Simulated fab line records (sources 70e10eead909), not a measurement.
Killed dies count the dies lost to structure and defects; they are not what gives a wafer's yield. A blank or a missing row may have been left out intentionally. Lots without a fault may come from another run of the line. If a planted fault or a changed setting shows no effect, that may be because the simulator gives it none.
Chamber matching || flow nand harc || rie diel-04 running NHARC_A_CONTACT_ETCH_92: 4 sister chambers
The step etches the open film in CH3F/O2, target depth 40 nm, time 85.7 s. 4 wafers are shown with their chamber, then 12 later ones without.

EACH WAFER AND ITS CHAMBER
{"wafer": "L085.5", "chamber": 3, "showerhead plenum p Torr (Torr)": 2.40}
{"wafer": "L090.2", "chamber": 2, "showerhead plenum p Torr (Torr)": 2.57}
{"wafer": "L090.3", "chamber": 0, "showerhead plenum p Torr (Torr)": 2.37}
{"wafer": "L090.6", "chamber": 1, "showerhead plenum p Torr (Torr)": 2.35}

WAFERS WHOSE CHAMBER IS MISSING
{"wafer": "L091.3", "showerhead plenum p Torr (Torr)": 2.35}
{"wafer": "L091.4", "showerhead plenum p Torr (Torr)": 2.37}
{"wafer": "L091.5", "showerhead plenum p Torr (Torr)": 2.57}
{"wafer": "L096.2", "showerhead plenum p Torr (Torr)": 2.37}
{"wafer": "L096.3", "showerhead plenum p Torr (Torr)": 2.57}
{"wafer": "L096.4", "showerhead plenum p Torr (Torr)": 2.35}
{"wafer": "L095.2", "showerhead plenum p Torr (Torr)": 2.57}
{"wafer": "L095.4", "showerhead plenum p Torr (Torr)": 2.40}
{"wafer": "L095.5", "showerhead plenum p Torr (Torr)": 2.40}
{"wafer": "L097.2", "showerhead plenum p Torr (Torr)": 2.56}
{"wafer": "L097.3", "showerhead plenum p Torr (Torr)": 2.56}
{"wafer": "L097.6", "showerhead plenum p Torr (Torr)": 2.56}

EACH ONE'S CHAMBER
{"wafer": "L091.3", "from the rows above": 1, "in truth": 1}
{"wafer": "L091.4", "from the rows above": 0, "in truth": 0}
{"wafer": "L091.5", "from the rows above": 2, "in truth": 2}
{"wafer": "L096.2", "from the rows above": 0, "in truth": 0}
{"wafer": "L096.3", "from the rows above": 2, "in truth": 2}
{"wafer": "L096.4", "from the rows above": 1, "in truth": 1}
{"wafer": "L095.2", "from the rows above": 2, "in truth": 2}
{"wafer": "L095.4", "from the rows above": 3, "in truth": 3}
{"wafer": "L095.5", "from the rows above": 3, "in truth": 3}
{"wafer": "L097.2", "from the rows above": 2, "in truth": 2}
{"wafer": "L097.3", "from the rows above": 2, "in truth": 2}
{"wafer": "L097.6", "from the rows above": 2, "in truth": 2}
Correct placement for 12 of the 12. Number that these rows cannot place: 0. Placed wrongly: 0.
How it was worked out, from the rows above alone: a wafer's distance from a chamber is the root of the sum, over the readings, of the square of ((its reading less the chamber's mean) divided by the reading's scatter). If the next closest chamber is less than 2 further off than the closest, the wafer can't be placed; otherwise it belongs to the closest. Each chamber's mean is taken over the wafers shown for it. The scatter: with one shown wafer a chamber, the root of the mean of the squares of how far each hidden wafer lies from its nearest shown one.
